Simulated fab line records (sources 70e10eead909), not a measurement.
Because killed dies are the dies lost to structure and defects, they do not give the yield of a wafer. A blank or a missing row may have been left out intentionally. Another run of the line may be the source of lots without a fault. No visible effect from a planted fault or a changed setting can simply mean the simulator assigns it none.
fab line records	flow nand-harc
[record] lots = 24	wafers = 72	last-day = 33
route steps=1302 shown A_CONTACT@1102 A_BLC@1133 A_M0@1157
lots that met no fault: taken from a fault-free run of the same line
start-h: the number of hours between the record's first day and the start of the first shown wafer of the lot	wait-h: how many hours have passed since the lot's step before this one	" repeats the value in the row above	L1.1+2: a row that stands for several wafers	- no value, or no start given	* or withheld: withheld	< > ~ a bound
route shown NAME@n: NAME is a module with steps in the file, n the number in the route of the first one	usual: mean/standard deviation taken from wafers without a fault	same: alike in all rows	chamber/n: place in a boat	sites: per-site readings	_std_site: standard deviation of those values	_edge_site: mean of outer sites minus mean of inner sites	radius-mm: for every site, how far away it sits from the centre of the wafer	mask NAME#n: copy n	behind: the tool/chamber that last shaped the wafer	hold: what put the lot on hold/how long, in hours/how the hold closed	device: names the non-switching transistor (n, p or np)	end of line: tests run on the same wafers once the route is complete	a step without rows: its recipe alone	killed: the dies lost at the first sort to structure and to defects; this is not the yield of the wafer	map: dies across one wafer; x = killed, . = not, _ = none there
set.NAME: the setting the step ran with; set.NAME@STEP: the setting that earlier step ran with	model.NAME: the simulator's own value behind a step, which no gauge read
route steps across a sampled set of lots; one table per step, one row per wafer
services: when a tool's chamber went out of use (start-h, in hours from the record's first day, below 0 if earlier), for how many hours, and the reason
[[steps]]
[step NHARC_A_CONTACT_CVD_19]
[recipe] target-thk-a = 3000	temp-c = 300	pressure-torr = 40	wf6-flow-sccm = 40	h2-flow-sccm = 1600	ar-flow-sccm = 1560	time-s = 802	material = W
[usual] heater-power-w = 482/41	mfc-ar-sccm = 1560/5.1	throttle-valve-pct = 8.0/0.3
lot.wafer	tool	chamber	start-h	wait-h	heater-power-w	mfc-ar-sccm	throttle-valve-pct
L074.2	cvd-w-02	0	-	-	453	1564	7.8
L074.5	"	0	"	"	448	1560	8.1
L074.6	"	1	"	"	523	1564	7.7
L076.2	cvd-w-01	0	-	-	455	1557	8.6
L076.4	"	1	"	"	511	1562	8.6
L076.5	"	1	"	"	500	1554	8.5
L075.1	cvd-w-02	0	-	-	465	1566	8.2
L075.3	"	0	"	"	457	1557	8.2
L075.5	"	0	"	"	454	1558	8.1
L077.2	cvd-w-01	1	-	-	515	1565	8.4
L077.3	"	1	"	"	509	1563	8.2
L077.6	"	0	"	"	458	1568	8.3
L079.2	cvd-w-02	0	-	-	451	1550	7.8
L079.4	"	1	"	"	531	1558	7.8
L079.6	"	1	"	"	531	1560	7.7
L078.1	cvd-w-02	0	-	-	455	1558	8.2
L078.2	"	1	"	"	541	1562	7.5
L078.3	"	0	"	"	454	1564	8.1
L080.1	cvd-w-01	1	-	-	489	1560	8.0
L080.4	"	0	"	"	448	1562	8.1
L080.6	"	1	"	"	494	1558	8.0
L082.2	cvd-w-01	0	-	-	442	1569	8.2
L082.3	"	1	"	"	484	1552	8.2
L082.5	"	1	"	"	501	1559	7.9
L081.1	cvd-w-02	0	-	-	459	1561	8.1
L081.4	"	1	"	"	538	1557	7.8
L081.6	"	0	"	"	447	1564	8.0
L083.2	cvd-w-02	1	-	-	524	1561	7.7
L083.1	"	0	"	"	453	1560	8.1
L083.3	"	0	"	"	459	1566	8.0
L086.2	cvd-w-02	1	-	-	535	1555	7.5
L086.3	"	1	"	"	547	1560	7.4
L086.5	"	1	"	"	532	1565	7.7
L084.3	cvd-w-01	1	-	-	506	1562	8.0
L084.4	"	0	"	"	455	1566	8.1
L084.5	"	0	"	"	453	1563	8.4
L085.2	cvd-w-01	0	-	-	454	1561	8.2
L085.1	"	1	"	"	497	1563	8.2
L085.6	"	0	"	"	452	1570	8.1
L089.2	cvd-w-01	1	-	-	511	1556	8.1
L089.3	"	1	"	"	510	1554	8.4
L089.5	"	0	"	"	454	1553	8.1
L088.1	cvd-w-02	0	-	-	408	1559	8.3
L088.4	"	1	"	"	534	1561	7.3
L088.5	"	1	"	"	546	1563	7.3
L087.3	cvd-w-01	1	-	-	495	1570	7.9
L087.5	"	0	"	"	447	1552	8.0
L087.6	"	1	"	"	491	1574	8.0
L091.2	cvd-w-02	1	-	-	544	1559	7.5
L091.4	"	1	"	"	551	1555	7.6
L091.5	"	1	"	"	552	1554	7.6
L090.2	cvd-w-01	1	-	-	487	1565	8.0
L090.3	"	1	"	"	498	1560	8.0
L090.6	"	1	"	"	490	1566	8.1
L093.1	cvd-w-01	0	-	-	453	1552	8.5
L093.2	"	1	"	"	496	1562	8.4
L093.4	"	1	"	"	501	1553	8.2
L092.2	cvd-w-01	1	-	-	490	1558	8.5
L092.6	"	1	"	"	509	1560	8.2
L092.5	"	0	"	"	456	1566	8.2
L095.2	cvd-w-01	1	-	-	504	1545	8.3
L095.3	"	1	"	"	504	1553	8.1
L095.6	"	1	"	"	507	1558	8.1
L094.2	cvd-w-02	0	-	-	414	1557	8.2
L094.4	"	1	"	"	536	1562	7.6
L094.5	"	0	"	"	420	1555	7.7
L096.2	cvd-w-02	1	-	-	548	1557	7.4
L096.3	"	0	"	"	406	1569	7.9
L096.5	"	1	"	"	543	1555	7.3
L097.3	cvd-w-02	0	-	-	415	1562	8.0
L097.6	"	0	"	"	421	1562	8.1
L097.5	"	1	"	"	549	1556	7.4
[step NHARC_A_BLC_CMP_25]
[recipe] t-overpolish-s = 30	target-thk-nm = 150
[usual] motor-current-A = 12.4/1.2	overpolish-run-s = 30.001/0.0088	time-to-endpoint-s = 30.5/2.5
lot.wafer	tool	chamber	start-h	wait-h	motor-current-A	overpolish-run-s	time-to-endpoint-s
L074.2	cmp-02	1	502.77	0.5	11.9	30.001	27.8
L074.5	"	3	"	"	11.8	30.007	27.1
L074.6	"	0	"	"	11.4	29.999	30.6
L076.2	cmp-03	3	530.32	0.5	13.1	30.003	29.4
L076.4	"	0	"	"	12.8	29.993	27.6
L076.5	"	3	"	"	12.9	30.012	31.1
L075.1	cmp-02	1	531.16	0.4	12.2	29.998	30.4
L075.3	"	3	"	"	12.1	29.996	26.6
L075.5	"	1	"	"	11.7	30.002	30.2
L077.3	cmp-02	2	532.61	0.2	12.7	29.994	28.6
L077.2	"	0	"	"	11.7	29.983	31.3
L077.6	"	3	"	"	12.8	29.992	28.6
L079.2	cmp-02	2	555.65	0.5	13.3	30.021	27.1
L079.4	"	1	"	"	12.1	30.020	27.6
L079.6	"	3	"	"	12.1	30.014	27.0
L078.1	cmp-04	0	556.49	0.5	9.2	29.996	33.2
L078.2	"	1	"	"	14.9	30.001	34.0
L078.3	"	3	"	"	12.7	30.000	34.7
L080.1	cmp-02	0	575.53	0.5	11.3	29.994	30.4
L080.4	"	1	"	"	12.0	29.989	32.7
L080.6	"	0	"	"	12.0	29.979	33.2
L082.2	cmp-04	2	593.59	0.5	12.1	29.994	27.7
L082.3	"	0	"	"	9.5	30.007	26.5
L082.5	"	1	"	"	15.5	30.005	28.4
L081.4	cmp-02	0	593.81	0.2	11.5	30.014	32.8
L081.1	"	2	"	"	13.7	30.003	33.3
L081.6	"	0	"	"	11.8	29.989	35.3
L083.3	cmp-02	3	605.88	0.2	11.7	29.999	31.3
L083.2	"	0	"	"	11.3	30.011	34.1
L083.1	"	2	"	"	13.4	30.001	29.5
L086.2	cmp-02	0	622.07	0.4	11.3	30.007	34.3
L086.3	"	2	"	"	13.2	29.994	28.9
L086.5	"	1	"	"	12.0	29.992	29.9
L084.4	cmp-03	3	625.30	0.3	13.6	29.997	30.7
L084.3	"	1	"	"	12.0	30.003	28.3
L084.5	"	3	"	"	13.3	29.985	31.6
L085.2	cmp-04	3	626.88	0.4	12.6	30.011	32.2
L085.1	"	0	"	"	9.5	30.005	30.6
L085.6	"	0	"	"	10.0	30.010	26.8
L089.3	cmp-04	2	651.46	0.3	11.7	30.000	28.6
L089.2	"	0	"	"	9.7	30.012	24.0
L089.5	"	2	"	"	12.6	29.992	27.7
L088.4	cmp-03	3	653.32	0.4	13.2	30.014	30.9
L088.1	"	0	"	"	12.5	30.011	26.5
L088.5	"	2	"	"	13.6	29.989	33.0
L087.3	cmp-04	3	659.01	0.3	12.9	29.992	30.9
L087.5	"	2	"	"	12.5	29.984	29.0
L087.6	"	3	"	"	12.4	29.997	33.0
L091.2	cmp-04	2	667.07	0.4	12.9	29.997	29.8
L091.4	"	1	"	"	15.7	29.998	27.0
L091.5	"	3	"	"	11.9	29.988	30.9
L090.3	cmp-02	3	668.25	0.3	12.6	29.999	30.4
L090.2	"	2	"	"	13.0	29.995	32.8
L090.6	"	3	"	"	12.3	29.996	33.1
L093.2	cmp-02	0	702.65	0.4	11.7	30.018	35.1
L093.1	"	1	"	"	12.1	30.010	30.4
L093.4	"	2	"	"	13.8	29.997	32.6
L092.2	cmp-02	3	706.61	0.5	12.1	29.982	30.5
L092.5	"	1	"	"	11.8	30.005	33.9
L092.6	"	2	"	"	13.9	30.008	29.9
L095.3	cmp-02	0	717.46	0.3	10.7	29.986	33.9
L095.2	"	2	"	"	13.8	29.998	31.1
L095.6	"	3	"	"	12.8	30.007	32.5
L094.4	cmp-03	2	724.13	0.3	13.3	30.009	30.4
L094.2	"	3	"	"	13.1	29.997	28.9
L094.5	"	2	"	"	13.8	30.006	28.7
L096.3	cmp-02	0	738.85	0.2	11.4	30.004	34.8
L096.2	"	2	"	"	13.0	30.007	29.8
L096.5	"	1	"	"	11.7	30.000	32.9
L097.3	cmp-02	3	752.00	0.3	12.2	29.988	28.0
L097.5	"	0	"	"	12.1	29.985	34.3
L097.6	"	1	"	"	12.5	29.998	32.7
[step NHARC_A_BLC_INSPECT_28]
[usual] raw-defect-count = 559/140
lot.wafer	tool	chamber	start-h	wait-h	raw-defect-count
L074.2	defect-inspect-02	-	503.12	0.1	417
L074.5	"	-	"	"	406
L074.6	"	-	"	"	499
L076.2	defect-inspect-01	-	530.73	0.1	778
L076.4	"	-	"	"	1014
L076.5	"	-	"	"	713
L075.1	defect-inspect-01	-	531.54	0.1	538
L075.3	"	-	"	"	480
L075.5	"	-	"	"	388
L077.2	defect-inspect-01	-	533.01	0.1	484
L077.3	"	-	"	"	577
L077.6	"	-	"	"	508
L079.2	defect-inspect-01	-	556.05	0.1	452
L079.4	"	-	"	"	463
L079.6	"	-	"	"	517
L078.1	defect-inspect-01	-	556.92	0.1	507
L078.2	"	-	"	"	534
L078.3	"	-	"	"	473
L080.1	defect-inspect-01	-	575.93	0.1	516
L080.4	"	-	"	"	543
L080.6	"	-	"	"	614
L082.2	defect-inspect-02	-	593.97	0.1	502
L082.3	"	-	"	"	391
L082.5	"	-	"	"	606
L081.1	defect-inspect-02	-	594.21	0.1	696
L081.4	"	-	"	"	540
L081.6	"	-	"	"	610
L083.1	defect-inspect-01	-	606.28	0.1	473
L083.2	"	-	"	"	570
L083.3	"	-	"	"	471
L086.2	defect-inspect-02	-	622.47	0.1	579
L086.3	"	-	"	"	447
L086.5	"	-	"	"	592
L084.3	defect-inspect-01	-	625.68	0.1	948
L084.4	"	-	"	"	539
L084.5	"	-	"	"	633
L085.1	defect-inspect-01	-	627.29	0.1	487
L085.2	"	-	"	"	566
L085.6	"	-	"	"	571
L089.2	defect-inspect-02	-	651.87	0.1	361
L089.3	"	-	"	"	511
L089.5	"	-	"	"	502
L088.1	defect-inspect-01	-	653.67	0.1	589
L088.4	"	-	"	"	592
L088.5	"	-	"	"	661
L087.3	defect-inspect-02	-	659.41	0.1	458
L087.5	"	-	"	"	521
L087.6	"	-	"	"	348
L091.2	defect-inspect-01	-	667.47	0.1	473
L091.4	"	-	"	"	759
L091.5	"	-	"	"	805
L090.2	defect-inspect-01	-	668.65	0.1	627
L090.3	"	-	"	"	483
L090.6	"	-	"	"	627
L093.1	defect-inspect-01	-	703.03	0.1	664
L093.2	"	-	"	"	1000
L093.4	"	-	"	"	716
L092.2	defect-inspect-02	-	706.96	0.1	526
L092.5	"	-	"	"	875
L092.6	"	-	"	"	624
L095.2	defect-inspect-02	-	717.83	0.1	573
L095.3	"	-	"	"	629
L095.6	"	-	"	"	822
L094.2	defect-inspect-02	-	724.53	0.1	560
L094.4	"	-	"	"	489
L094.5	"	-	"	"	642
L096.2	defect-inspect-01	-	739.27	0.1	417
L096.3	"	-	"	"	447
L096.5	"	-	"	"	647
L097.3	defect-inspect-01	-	752.33	0.1	500
L097.5	"	-	"	"	704
L097.6	"	-	"	"	413
[step NHARC_A_M0_PRE_CLEAN_29]
[recipe] time-s = 30	temp-c = 280	gas = H2/He
[usual] heater-power-w = 394/32
lot.wafer	tool	chamber	start-h	wait-h	heater-power-w
L074.2	pvd-sputter-03	-	-	-	365
L074.6	"	-	"	"	401
L074.5	"	-	"	"	375
L076.2	pvd-sputter-01	-	-	-	400
L076.4	"	-	"	"	397
L076.5	"	-	"	"	399
L075.1	pvd-sputter-02	-	-	-	406
L075.3	"	-	"	"	339
L075.5	"	-	"	"	458
L077.2	pvd-sputter-02	-	-	-	424
L077.3	"	-	"	"	392
L077.6	"	-	"	"	462
L079.4	pvd-sputter-03	-	-	-	342
L079.2	"	-	"	"	377
L079.6	"	-	"	"	338
L078.3	pvd-sputter-03	-	-	-	383
L078.1	"	-	"	"	380
L078.2	"	-	"	"	349
L080.1	pvd-sputter-02	-	-	-	426
L080.4	"	-	"	"	383
L080.6	"	-	"	"	383
L082.2	pvd-sputter-02	-	-	-	420
L082.3	"	-	"	"	378
L082.5	"	-	"	"	418
L081.1	pvd-sputter-03	-	-	-	379
L081.4	"	-	"	"	431
L081.6	"	-	"	"	379
L083.3	pvd-sputter-02	-	-	-	421
L083.1	"	-	"	"	343
L083.2	"	-	"	"	450
L086.3	pvd-sputter-03	-	-	-	382
L086.2	"	-	"	"	340
L086.5	"	-	"	"	398
L084.4	pvd-sputter-02	-	-	-	453
L084.3	"	-	"	"	425
L084.5	"	-	"	"	348
L085.1	pvd-sputter-02	-	-	-	349
L085.2	"	-	"	"	385
L085.6	"	-	"	"	450
L089.3	pvd-sputter-01	-	-	-	387
L089.2	"	-	"	"	386
L089.5	"	-	"	"	399
L088.4	pvd-sputter-02	-	-	-	377
L088.1	"	-	"	"	359
L088.5	"	-	"	"	423
L087.3	pvd-sputter-01	-	-	-	399
L087.6	"	-	"	"	381
L087.5	"	-	"	"	416
L091.2	pvd-sputter-03	-	-	-	399
L091.4	"	-	"	"	435
L091.5	"	-	"	"	387
L090.2	pvd-sputter-03	-	-	-	431
L090.3	"	-	"	"	391
L090.6	"	-	"	"	443
L093.1	pvd-sputter-01	-	-	-	408
L093.4	"	-	"	"	386
L093.2	"	-	"	"	386
L092.2	pvd-sputter-01	-	-	-	381
L092.5	"	-	"	"	380
L092.6	"	-	"	"	389
L095.2	pvd-sputter-03	-	-	-	434
L095.3	"	-	"	"	410
L095.6	"	-	"	"	422
L094.2	pvd-sputter-03	-	-	-	406
L094.4	"	-	"	"	379
L094.5	"	-	"	"	341
L096.3	pvd-sputter-03	-	-	-	422
L096.2	"	-	"	"	408
L096.5	"	-	"	"	346
L097.3	pvd-sputter-03	-	-	-	412
L097.5	"	-	"	"	372
L097.6	"	-	"	"	346
[step NHARC_A_M0_THK_MEAS_24]
[recipe] thk-meas-gauge = xrf
[usual] thk-nm = 113.9/1.5
lot.wafer	tool	chamber	start-h	wait-h	thk-nm
L074.2	film-metro-02	-	506.51	-	114.0
L074.5	"	-	"	"	116.5
L074.6	"	-	"	"	112.2
L076.2	film-metro-02	-	534.06	-	113.1
L076.4	"	-	"	"	116.3
L076.5	"	-	"	"	112.9
L075.1	film-metro-02	-	534.98	-	114.5
L075.3	"	-	"	"	113.2
L075.5	"	-	"	"	113.0
L077.2	film-metro-02	-	536.32	-	116.1
L077.3	"	-	"	"	113.8
L077.6	"	-	"	"	116.5
L079.2	film-metro-01	-	559.50	-	114.0
L079.4	"	-	"	"	114.8
L079.6	"	-	"	"	115.4
L078.1	film-metro-02	-	560.93	-	114.0
L078.2	"	-	"	"	113.4
L078.3	"	-	"	"	115.6
L080.1	film-metro-01	-	579.38	-	114.3
L080.4	"	-	"	"	113.8
L080.6	"	-	"	"	115.5
L082.2	film-metro-01	-	597.53	-	113.1
L082.3	"	-	"	"	110.6
L082.5	"	-	"	"	111.9
L081.1	film-metro-01	-	597.83	-	114.3
L081.4	"	-	"	"	114.7
L081.6	"	-	"	"	112.5
L083.1	film-metro-02	-	609.59	-	113.0
L083.2	"	-	"	"	111.8
L083.3	"	-	"	"	112.9
L086.2	film-metro-02	-	625.75	-	114.2
L086.3	"	-	"	"	111.4
L086.5	"	-	"	"	112.9
L084.3	film-metro-02	-	629.08	-	115.1
L084.4	"	-	"	"	115.5
L084.5	"	-	"	"	112.6
L085.1	film-metro-02	-	630.57	-	111.9
L085.2	"	-	"	"	113.7
L085.6	"	-	"	"	114.2
L089.2	film-metro-01	-	655.16	-	113.8
L089.3	"	-	"	"	112.1
L089.5	"	-	"	"	114.9
L088.1	film-metro-01	-	656.96	-	115.2
L088.4	"	-	"	"	116.1
L088.5	"	-	"	"	114.5
L087.3	film-metro-01	-	662.82	-	114.1
L087.5	"	-	"	"	112.4
L087.6	"	-	"	"	116.7
L091.2	film-metro-02	-	670.77	-	114.6
L091.4	"	-	"	"	113.8
L091.5	"	-	"	"	115.9
L090.2	film-metro-01	-	672.28	-	113.0
L090.3	"	-	"	"	113.1
L090.6	"	-	"	"	113.0
L093.1	film-metro-02	-	706.47	-	113.4
L093.2	"	-	"	"	114.5
L093.4	"	-	"	"	118.2
L092.2	film-metro-01	-	710.26	-	115.6
L092.5	"	-	"	"	112.4
L092.6	"	-	"	"	113.8
L095.2	film-metro-02	-	721.23	-	114.6
L095.3	"	-	"	"	115.6
L095.6	"	-	"	"	116.0
L094.2	film-metro-02	-	727.94	-	113.2
L094.4	"	-	"	"	112.8
L094.5	"	-	"	"	113.4
L096.2	film-metro-02	-	742.67	-	115.4
L096.3	"	-	"	"	114.2
L096.5	"	-	"	"	114.8
L097.3	film-metro-02	-	756.18	-	113.6
L097.5	"	-	"	"	114.6
L097.6	"	-	"	"	112.6
[step NHARC_A_M0_INSPECT_27]
[usual] raw-defect-count = 548/130
lot.wafer	tool	chamber	start-h	wait-h	raw-defect-count
L074.2	defect-inspect-01	-	506.67	0.0	417
L074.5	"	-	"	"	376
L074.6	"	-	"	"	397
L076.2	defect-inspect-01	-	534.22	0.0	609
L076.4	"	-	"	"	629
L076.5	"	-	"	"	588
L075.1	defect-inspect-01	-	535.14	0.0	404
L075.3	"	-	"	"	489
L075.5	"	-	"	"	447
L077.2	defect-inspect-02	-	536.47	0.0	989
L077.3	"	-	"	"	409
L077.6	"	-	"	"	416
L079.2	defect-inspect-02	-	559.65	0.0	520
L079.4	"	-	"	"	352
L079.6	"	-	"	"	522
L078.1	defect-inspect-01	-	561.08	0.0	358
L078.2	"	-	"	"	504
L078.3	"	-	"	"	742
L080.1	defect-inspect-02	-	579.53	0.0	594
L080.4	"	-	"	"	396
L080.6	"	-	"	"	585
L082.2	defect-inspect-01	-	597.69	0.0	539
L082.3	"	-	"	"	479
L082.5	"	-	"	"	590
L081.1	defect-inspect-01	-	597.99	0.0	607
L081.4	"	-	"	"	636
L081.6	"	-	"	"	450
L083.1	defect-inspect-01	-	609.75	0.0	424
L083.2	"	-	"	"	474
L083.3	"	-	"	"	600
L086.2	defect-inspect-02	-	625.91	0.0	633
L086.3	"	-	"	"	532
L086.5	"	-	"	"	583
L084.3	defect-inspect-02	-	629.24	0.0	578
L084.4	"	-	"	"	752
L084.5	"	-	"	"	606
L085.1	defect-inspect-01	-	630.73	0.0	349
L085.2	"	-	"	"	414
L085.6	"	-	"	"	338
L089.2	defect-inspect-01	-	655.31	0.0	410
L089.3	"	-	"	"	622
L089.5	"	-	"	"	621
L088.1	defect-inspect-02	-	657.12	0.0	781
L088.4	"	-	"	"	494
L088.5	"	-	"	"	547
L087.3	defect-inspect-02	-	662.98	0.0	744
L087.5	"	-	"	"	516
L087.6	"	-	"	"	410
L091.2	defect-inspect-01	-	670.93	0.0	418
L091.4	"	-	"	"	455
L091.5	"	-	"	"	444
L090.2	defect-inspect-01	-	672.44	0.0	467
L090.3	"	-	"	"	555
L090.6	"	-	"	"	874
L093.1	defect-inspect-01	-	706.62	0.0	482
L093.2	"	-	"	"	475
L093.4	"	-	"	"	584
L092.2	defect-inspect-02	-	710.42	0.0	544
L092.5	"	-	"	"	686
L092.6	"	-	"	"	691
L095.2	defect-inspect-01	-	721.42	0.0	751
L095.3	"	-	"	"	887
L095.6	"	-	"	"	998
L094.2	defect-inspect-01	-	728.10	0.0	506
L094.4	"	-	"	"	617
L094.5	"	-	"	"	648
L096.2	defect-inspect-02	-	742.83	0.0	375
L096.3	"	-	"	"	455
L096.5	"	-	"	"	485
L097.3	defect-inspect-01	-	756.34	0.0	805
L097.5	"	-	"	"	751
L097.6	"	-	"	"	694
[[services]]
tool	chamber	start-h	hours	kind
cmp-04	-	487.37	0.8	repair
pvd-sputter-02	-	487.68	0.9	repair
cmp-04	-	503.00	4.0	pm
pvd-sputter-03	-	526.00	10.0	pm
cmp-02	-	526.56	4.0	pm
cvd-w-01	1	536.49	7.6	repair
cmp-02	-	544.86	1.8	repair
cvd-w-01	-	547.18	13.0	pm
cmp-02	-	572.45	0.7	repair
cmp-04	-	601.00	4.0	pm
cvd-w-01	-	623.89	1.2	repair
cmp-02	-	624.56	4.0	pm
cvd-w-02	-	625.20	0.7	repair
cvd-w-02	-	631.00	13.0	pm
pvd-sputter-02	-	638.06	10.0	pm
cmp-02	-	646.20	1.6	repair
pvd-sputter-03	-	678.03	1.9	repair
cmp-02	-	686.12	1.7	repair
cmp-02	-	698.57	1.7	repair
cmp-04	-	699.00	4.0	pm
pvd-sputter-03	-	704.00	10.0	pm
cmp-02	-	722.56	4.0	pm
cvd-w-01	-	728.18	13.0	pm
cmp-04	-	737.10	4.0	repair
[[key]]
fault none
